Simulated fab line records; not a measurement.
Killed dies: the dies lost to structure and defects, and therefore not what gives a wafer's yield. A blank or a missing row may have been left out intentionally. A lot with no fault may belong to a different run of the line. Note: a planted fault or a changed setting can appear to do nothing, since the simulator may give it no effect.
Split-lot study + flow n5Finfet + 7 lots, 21 wafers read, on a route of 1938 steps

== SPLIT DETAILS ==
At N5_BEOL_M11_ILD_DEP_00 (deposits SiCOH lowk from DEMS/porogen, target thk 308.51 nm, time 58 s), the setting timeS was moved away from the recipe's 58 s on 11 of the 21 wafers read, by +7.1% to +13.1%. All remaining wafers had this setting at the recipe value.

== FROM SPLIT TO READING: 1 step shown by the file between the two ==
- N5_BEOL_M11_CURE_71: cures SiCOH lowk, time 240 s

== THE READING ==
M11_ILD_THK, in nm, at N5_BEOL_M11_THK_MEAS_01. On this fab line, fault-free wafers typically give 268 nm with a standard deviation of 3.7 nm.

| wafer  | tool, chamber at the split | timeS as run, s | against the recipe | M11_ILD_THK, nm | against lot-mates on the recipe |
|--------|----------------------------|-----------------|--------------------|-----------------|---------------------------------|
| L076.1 | pecvd-02, 1                | 62.13           | +7.1%              | 288             | no lot-mate on the recipe       |
| L076.3 | pecvd-02, 2                | 62.13           | +7.1%              | 283             | no lot-mate on the recipe       |
| L076.6 | pecvd-02, 0                | 62.13           | +7.1%              | 291             | no lot-mate on the recipe       |
| L077.1 | pecvd-02, 2                | 64.94           | +12.0%             | 300             | +32                             |
| L077.2 | pecvd-02, 0                | 58              | recipe             | 268             | -                               |
| L077.6 | pecvd-02, 1                | 64.94           | +12.0%             | 306             | +38                             |
| L081.1 | pecvd-03, 1                | 58              | recipe             | 267             | -                               |
| L081.2 | pecvd-03, 0                | 58              | recipe             | 274             | -                               |
| L081.3 | pecvd-03, 2                | 58              | recipe             | 264             | -                               |
| L084.2 | pecvd-02, 1                | 64.41           | +11.1%             | 299             | no lot-mate on the recipe       |
| L084.4 | pecvd-02, 0                | 64.41           | +11.1%             | 298             | no lot-mate on the recipe       |
| L084.6 | pecvd-02, 1                | 64.41           | +11.1%             | 306             | no lot-mate on the recipe       |
| L085.1 | pecvd-02, 0                | 58              | recipe             | 264             | -                               |
| L085.2 | pecvd-02, 1                | 58              | recipe             | 264             | -                               |
| L085.5 | pecvd-02, 2                | 58              | recipe             | 273             | -                               |
| L088.1 | pecvd-02, 0                | 58              | recipe             | 264             | -                               |
| L088.5 | pecvd-02, 1                | 65.57           | +13.1%             | 303             | +37                             |
| L088.6 | pecvd-02, 0                | 58              | recipe             | 268             | -                               |
| L094.1 | pecvd-03, 1                | 58              | recipe             | 264             | -                               |
| L094.3 | pecvd-03, 0                | 64.47           | +11.2%             | 301             | +37                             |
| L094.6 | pecvd-03, 2                | 64.47           | +11.2%             | 298             | +34                             |

THE FIT
A straight line over all 21 wafers: M11_ILD_THK changes by +2.96 nm for each +1% of timeS; r = +0.98; the points scatter about the line by 3.6 nm.
The same after taking each lot's own level away (the mean of its wafers on the recipe; 15 wafers): +2.99 nm for each +1%; r = +0.98; scatter 3.4 nm.
That fit puts the effect of the largest move of timeS on the reading at 39 nm.
The span of the lots' own levels, 264.0 to 268.3 nm, comes to 1.2 times the standard deviation stated above.
Hence the lot-to-lot level has little effect on the slope; both slopes agree.
Check: with one of the wafers moved furthest among these (+13.1%) left out of the fit, the line predicts +39.7 nm for it against its lot-mates. Against them it came out at +37 nm.

== THE OTHER SPLITS THESE WAFERS WENT THROUGH ==
Before the reading, these wafers also passed through other splits. Each is held against what the fit with the lots' levels taken away leaves over:
| other split on the same wafers | wafers away from the commonest value | r with M11_ILD_THK (lot level and that fit taken away) |
|--------------------------------|--------------------------------------|--------------------------------------------------------|
| N5_BEOL_M7_ILD_DEP_00 tempC    | 7                                    | -0.37                                                  |
| N5_BEOL_M7_COAT_05 spinRpm     | 7                                    | -0.11                                                  |
| N5_BEOL_M9_COAT_75 spinRpm     | 5                                    | +0.22                                                  |

== THE WHOLE CHAIN: every reading that the file lists as answering this split, in the file's order ==
| step                    | what it does                                                           | reading                                                                                  | change (the file's fit)              | r (the file's) |
|-------------------------|------------------------------------------------------------------------|------------------------------------------------------------------------------------------|--------------------------------------|----------------|
| N5_BEOL_M11_ILD_DEP_00  | deposits SiCOH lowk from DEMS/porogen, target thk 308.51 nm, time 58 s | SiCOH_lowk_of_BEOL_M11_ILD_DEP_00.thkNm (the simulator's own value, which no gauge read) | +3.39 nm for each +1% of the setting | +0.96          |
| N5_BEOL_M11_CURE_71     | cures SiCOH lowk, time 240 s                                           | SiCOH_lowk_of_BEOL_M11_ILD_DEP_00.thkNm (the simulator's own value, which no gauge read) | +3 nm for each +1% of the setting    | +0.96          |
| N5_BEOL_M11_THK_MEAS_01 |                                                                        | M11_ILD_THK                                                                              | +2.99 for each +1% of the setting    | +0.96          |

== FILE'S OWN FIT ==
M11_ILD_THK changes by +2.99 nm for each +1% of timeS, r = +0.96.
